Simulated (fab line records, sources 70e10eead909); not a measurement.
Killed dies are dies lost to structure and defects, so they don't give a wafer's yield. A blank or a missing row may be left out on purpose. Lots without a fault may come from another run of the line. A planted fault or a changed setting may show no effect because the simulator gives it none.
Chamber matching | flow nand_harc | NHARC_P_M1_DEP_33 on pecvd-04: 3 sister chambers
The step deposits SiCN, target thk 30 nm. 3 wafers are shown with their chamber, then 7 later ones without.

WAFERS WITH THEIR CHAMBER
wafer  | chamber | heater_power_w (W)
L863.6 | 2       | 686
L864.3 | 1       | 673
L864.4 | 0       | 455

WAFERS WITHOUT THEIR CHAMBER
wafer  | heater_power_w (W)
L864.6 | 689
L865.2 | 709
L865.3 | 666
L865.4 | 718
L879.1 | 662
L879.3 | 474
L879.5 | 703

WHICH CHAMBER EACH WENT THROUGH
wafer  | from the rows above     | in truth
L864.6 | can't be placed: 2 or 1 | 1
L865.2 | can't be placed: 2 or 1 | 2
L865.3 | can't be placed: 1 or 2 | 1
L865.4 | can't be placed: 2 or 1 | 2
L879.1 | can't be placed: 1 or 2 | 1
L879.3 | 0                       | 0
L879.5 | can't be placed: 2 or 1 | 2
Placed correctly: 1 of 7. Can't be placed from these rows: 6 (the true chamber is among the candidates in 6). Placed wrongly: 0.
How it was worked out, from the rows above alone: a wafer's distance from a chamber is the root of the sum, over the readings, of the square of ((its reading less the chamber's mean) divided by the reading's scatter). The wafer belongs to the nearest chamber; if the next one is less than 2 further off, it can't be placed. A chamber's mean is the mean of its shown wafers. The scatter: with one shown wafer a chamber, the root of the mean of the squares of how far each hidden wafer lies from its nearest shown one.
